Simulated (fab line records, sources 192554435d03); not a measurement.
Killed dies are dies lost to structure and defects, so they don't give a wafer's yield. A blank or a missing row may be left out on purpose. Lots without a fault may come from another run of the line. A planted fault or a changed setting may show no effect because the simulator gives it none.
A struck lot beside a sound one | flow n5_finfet | 21 steps out of a route of 1938
Sound: wafers L840.1, L840.2, L840.3. Struck: wafers L849.3, L849.5, L849.6. The cause comes at the end.
At each step with rows: each side's tool, then ch and its chambers, then its first start. Under that, the readings that differ: sound wafers | struck wafers | difference of the means | sigmas: that difference in standard deviations of wafers without a fault.
alike: readings whose means differ by less than 2 such deviations, and words and numbers that are the same on both sides. not compared: withheld readings, readings that some wafer has no value for, bounds like >300 that may hide the same value, and numbers for which the record gives no deviation and whose values overlap.
The two part at a step that has a row with sigmas, a row that says differs or no value, or rows on one side only. Numbers that don't overlap but have no deviation are shown without sigmas and don't part them. A reading that every wafer of one side lacks parts them only if that side has two wafers or more.

first, 1 step without rows for these wafers: N5_ZERO_LAYER_HARDBAKE_23 (time 120 s).
N5_ZERO_LAYER_CD_MEAS_11: target cd 2000 nm.
  sound on cd_sem-01 ch 0, day 2 18:39; struck on cd_sem-01 ch 0, day 5 00:38
  alike: cd_nm
N5_ZERO_LAYER_DESCUM_16: chemistry O2, time 7.9 s.
  sound on rie_diel-01 ch 0,2,3, day 2 18:41; struck on rie_diel-06 ch 1,2,3, day 5 00:43
  reading               | sound          | struck         | difference | sigmas
  oes_product_au (a.u.) | 0.77 0.70 0.66 | 0.96 0.73 1.01 | +0.19      | +2
  alike: drypump_motor_current_A, rf_vpp_V, showerhead_plenum_p_Torr, temp_c, throttle_valve_pct
  not compared: rf_hours_counter_h
N5_ZERO_LAYER_ETCH_17: etches SiO2 in CF4, target depth 12 nm, time 13.3 s.
  sound on rie_diel-01 ch 0,2,3, day 2 18:43; struck on rie_diel-06 ch 1,2,3, day 5 00:45
  alike: bias_w, drypump_motor_current_A, oes_product_au, rf_vpp_V, showerhead_plenum_p_Torr, throttle_valve_pct
  not compared: rf_hours_counter_h
N5_ZERO_LAYER_ETCH_18: etches Si in HBr/Cl2, target depth 120 nm, time 40 s.
  sound on rie_si-06 ch 1,2,3, day 2 18:47; struck on rie_si-03 ch 0,3, day 5 00:49
  alike: bias_w, drypump_motor_current_A, oes_product_au, throttle_valve_pct
  not compared: rf_hours_counter_h
N5_ZERO_LAYER_STRIP_24: strips in O2.
  sound on plasma_asher-01 ch 0,1, day 2 18:54; struck on plasma_asher-01 ch 0,1, day 5 00:57
  alike: drypump_motor_current_A, heater_power_w, oes_product_au, strip_time_to_endpoint_s, temp_c
  not compared: rf_hours_counter_h
then, 1 step without rows for these wafers: N5_ZERO_LAYER_STRIP_19 (strips in SPM, time 900 s).
N5_ZERO_LAYER_INSPECT_20: inspects for defects (darkfield).
  sound on defect_inspect-01, day 2 19:16; struck on defect_inspect-01, day 5 01:17
  alike: raw_defect_count
then, 4 steps without rows for these wafers: N5_WELL_APT_HMDS_01 (time 60 s); N5_WELL_APT_COAT_02 (resist thk 950 nm); N5_WELL_APT_EBR_04; N5_WELL_APT_SOFTBAKE_03 (time 60 s).
N5_WELL_APT_EXPOSE_05: exposes mask NWELL, defocus 0 nm, target cd 200 nm.
  sound on krf_scanner-01 ch 0, day 2 19:31; struck on krf_scanner-02 ch 0, day 5 01:26
  reading                          | sound                   | struck            | difference | sigmas
  model.WELL_APT.overlay_x_nm (nm) | -0.6209 -0.6209 -0.6209 | 21.15 21.15 21.15 | +21.77     |
  alike: mask
then, 3 steps without rows for these wafers: N5_WELL_APT_PEB_06 (peb time 90 s); N5_WELL_APT_DEVELOP_07 (develop time 45 s); N5_WELL_APT_HARDBAKE_12 (time 120 s).
N5_WELL_APT_CD_MEAS_08: target cd 200 nm.
  sound on cd_sem-02 ch 0, day 2 19:41; struck on cd_sem-03 ch 0, day 5 01:35
  alike: cd_nm
N5_WELL_APT_OVL_MEAS_09:
  sound on overlay-01 ch 0, day 2 19:43; struck on overlay-02 ch 0, day 5 01:37
  reading        | sound    | struck   | difference | sigmas
  NWELL_OVL (nm) | -1 -2 -5 | 17 23 27 | +25        | +5
N5_WELL_APT_INSPECT_10: inspects for defects (macro).
  sound on defect_inspect-01, day 2 19:45; struck on defect_inspect-02, day 5 01:39
  alike: raw_defect_count
-- the record jumps here: 7 days lie between the struck wafers' starts before and after (it left off in module WELL_APT and takes up again in module BEOL_M4, whose first step shown is number 1111 of the route) --
N5_BEOL_M4_RC_MEAS_101:
  sound on prober-02 ch 0, day 9 03:44; struck on prober-01 ch 0, day 11 16:41
  alike: DIBL_N, DIBL_P, IOFF_N, IOFF_P, ION_N, ION_P, SS_N, SS_P, VT_N, VT_P
-- the record jumps here: 5 days lie between the struck wafers' starts before and after (it left off in module BEOL_M4 and takes up again in module PASSIVATION, whose first step shown is number 1936 of the route) --
N5_PASSIVATION_PROBE_49:
  the record has rows for the struck wafers here (prober-02, day 16 13:43) and none for the sound ones

WHERE THEY PART
First at N5_ZERO_LAYER_DESCUM_16; last, within this record, at N5_PASSIVATION_PROBE_49.

WHY: what the simulator had put in
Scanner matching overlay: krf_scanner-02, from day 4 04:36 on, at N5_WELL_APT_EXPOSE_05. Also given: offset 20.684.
